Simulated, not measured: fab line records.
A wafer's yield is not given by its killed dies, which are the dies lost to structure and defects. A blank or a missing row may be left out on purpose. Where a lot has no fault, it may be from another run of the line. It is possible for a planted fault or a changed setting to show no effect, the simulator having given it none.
The tool behind it: which one? -- flow n5-finfet -- 36 wafers from 12 lots sampled at 4 of the route's 1938 steps

## WHAT THE GAUGES SHOWED, per wafer
N5_BEOL_M7_THK_MEAS_01.
lot,measured,on,M7_ILD_THK (nm)
L076,day 8 20:38,film-metro-02,153.4 155.4 158.0
L077,day 9 23:08,film-metro-02,154.6 156.8 158.5
L078,day 10 06:32,film-metro-01,154.2 155.4 157.5
L080,day 10 09:55,film-metro-01,153.6 157.1 154.9
L083,day 10 23:42,film-metro-02,154.9 160.6 157.0
L085,day 11 12:58,film-metro-01,151.8 153.3 155.3
L088,day 12 00:50,film-metro-02,156.2 151.5 158.4
L089,day 12 18:34,film-metro-01,153.8 155.5 154.7
L090,day 13 00:37,film-metro-02,154.2 153.0 154.8
L093,day 13 08:43,film-metro-02,154.1 158.0 154.4
L095,day 13 21:15,film-metro-02,155.0 154.0 155.3
L097,day 14 18:14,film-metro-01,152.0 153.4 156.8

## WHICH TOOL RAN EACH LOT (tool, then ch and the chambers of the sampled wafers, then the start)
lot,N5_BEOL_M6_STRIP_36,N5_BEOL_M6_CURE_75,N5_BEOL_M6_SPUTTER_48
L076,"rie-diel-05 ch 1,3, day 8 17:19","uv-cure-02 ch 1, day 8 17:42","pvd-sputter-02, day 8 19:04"
L077,"rie-diel-06 ch 0,1,3, day 9 18:01","uv-cure-01 ch 2, day 9 18:36","pvd-sputter-03, day 9 21:25"
L078,"rie-diel-06 ch 1,2,3, day 10 01:50","uv-cure-01 ch 0, day 10 02:14","pvd-sputter-03, day 10 04:46"
L080,"rie-diel-03 ch 0,2, day 10 06:32","uv-cure-03 ch 2, day 10 06:57","pvd-sputter-03, day 10 08:20"
L083,"rie-diel-05 ch 0,1,2, day 10 19:10","uv-cure-01 ch 1, day 10 19:37","pvd-sputter-03, day 10 21:52"
L085,"rie-diel-05 ch 0,2,3, day 11 08:16","uv-cure-03 ch 0, day 11 08:54","pvd-sputter-03, day 11 10:53"
L088,"rie-diel-06 ch 0,1,2, day 11 20:15","uv-cure-03 ch 0, day 11 20:42","pvd-sputter-02, day 11 23:08"
L089,"rie-diel-06 ch 1,2, day 12 13:13","uv-cure-01 ch 0, day 12 13:42","pvd-sputter-02, day 12 16:49"
L090,"rie-diel-03 ch 0,1,2, day 12 19:50","uv-cure-03 ch 1, day 12 20:16","pvd-sputter-02, day 12 22:53"
L093,"rie-diel-06 ch 1,2, day 13 05:14","uv-cure-01 ch 1, day 13 05:41","pvd-sputter-02, day 13 06:59"
L095,"rie-diel-05 ch 0,1,2, day 13 18:07","uv-cure-03 ch 2, day 13 18:31","pvd-sputter-03, day 13 19:33"
L097,"rie-diel-03 ch 1,2, day 14 13:59","uv-cure-03 ch 2, day 14 14:22","pvd-sputter-01, day 14 15:49"
- N5_BEOL_M6_STRIP_36: strips in N2/H2.
- N5_BEOL_M6_CURE_75: cures SiCOH lowk, time 120 s.
- N5_BEOL_M6_SPUTTER_48: material Cu, target thk 10 nm, time 1.667 s.

## THE ANSWER, worked out from the rows above alone
Rule: the usual values come from the lots themselves. The widest of any qualifying gaps counts: lots, ordered by their means at a reading, are off when they make up no more than a third of the lots, leave a main group of 4 or more, and stand apart from it by 3 or more times the standard deviation of that group's means. If all means in a main group match to the digits the tables above print for the reading, that group is not used. Also off: a lot with no number at a reading for which 4 or more lots have one. Where the step has rows for the other lots, those lots are counted as sound.
No lot is off at any reading shown: from this, nothing can be told.

## WHAT THE SIMULATOR HAD INSERTED
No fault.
